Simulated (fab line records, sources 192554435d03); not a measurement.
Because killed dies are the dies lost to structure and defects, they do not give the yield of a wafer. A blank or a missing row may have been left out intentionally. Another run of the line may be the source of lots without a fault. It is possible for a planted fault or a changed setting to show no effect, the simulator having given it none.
Chamber matching :: flow n5_finfet :: cvd_co-01 running N5_BEOL_M2_CO_CAP_55: 3 sister chambers
The step material Co, precursor CCTBA/H2, target thk 2 nm, time 102.1 s. 3 wafers are shown with their chamber, then 12 later ones without.

== WAFERS WITH THEIR CHAMBER ==
wafer: L092.4
chamber: 0
heater_power_w (W): 262

wafer: L092.5
chamber: 2
heater_power_w (W): 231

wafer: L092.6
chamber: 1
heater_power_w (W): 245

== WAFERS WITH NO CHAMBER GIVEN ==
wafer: L093.1
heater_power_w (W): 268

wafer: L093.4
heater_power_w (W): 259

wafer: L093.6
heater_power_w (W): 248

wafer: L095.2
heater_power_w (W): 232

wafer: L095.3
heater_power_w (W): 241

wafer: L095.4
heater_power_w (W): 265

wafer: L097.1
heater_power_w (W): 265

wafer: L097.2
heater_power_w (W): 232

wafer: L097.3
heater_power_w (W): 248

wafer: L097.4
heater_power_w (W): 241

wafer: L097.5
heater_power_w (W): 264

wafer: L097.6
heater_power_w (W): 231

== WHICH CHAMBER EACH WENT THROUGH ==
wafer: L093.1
from the rows above: 0
in truth: 0

wafer: L093.4
from the rows above: 0
in truth: 0

wafer: L093.6
from the rows above: 1
in truth: 1

wafer: L095.2
from the rows above: 2
in truth: 2

wafer: L095.3
from the rows above: can't be placed: 1 or 2
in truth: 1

wafer: L095.4
from the rows above: 0
in truth: 0

wafer: L097.1
from the rows above: 0
in truth: 0

wafer: L097.2
from the rows above: 2
in truth: 2

wafer: L097.3
from the rows above: 1
in truth: 1

wafer: L097.4
from the rows above: can't be placed: 1 or 2
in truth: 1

wafer: L097.5
from the rows above: 0
in truth: 0

wafer: L097.6
from the rows above: 2
in truth: 2
Placed correctly: 10 of 12. Not placeable from these rows: 2 (in 2, the candidates include the true chamber). Placed wrongly: 0.
How it was worked out, from the rows above alone: a wafer's distance from a chamber is the root of the sum, over the readings, of the square of ((its reading less the chamber's mean) divided by the reading's scatter). The wafer belongs to the nearest chamber; if the next one is less than 2 further off, it can't be placed. Each chamber's mean is taken over the wafers shown for it. The scatter: root of mean squared gap, hidden wafer to nearest shown wafer, with one shown wafer a chamber.
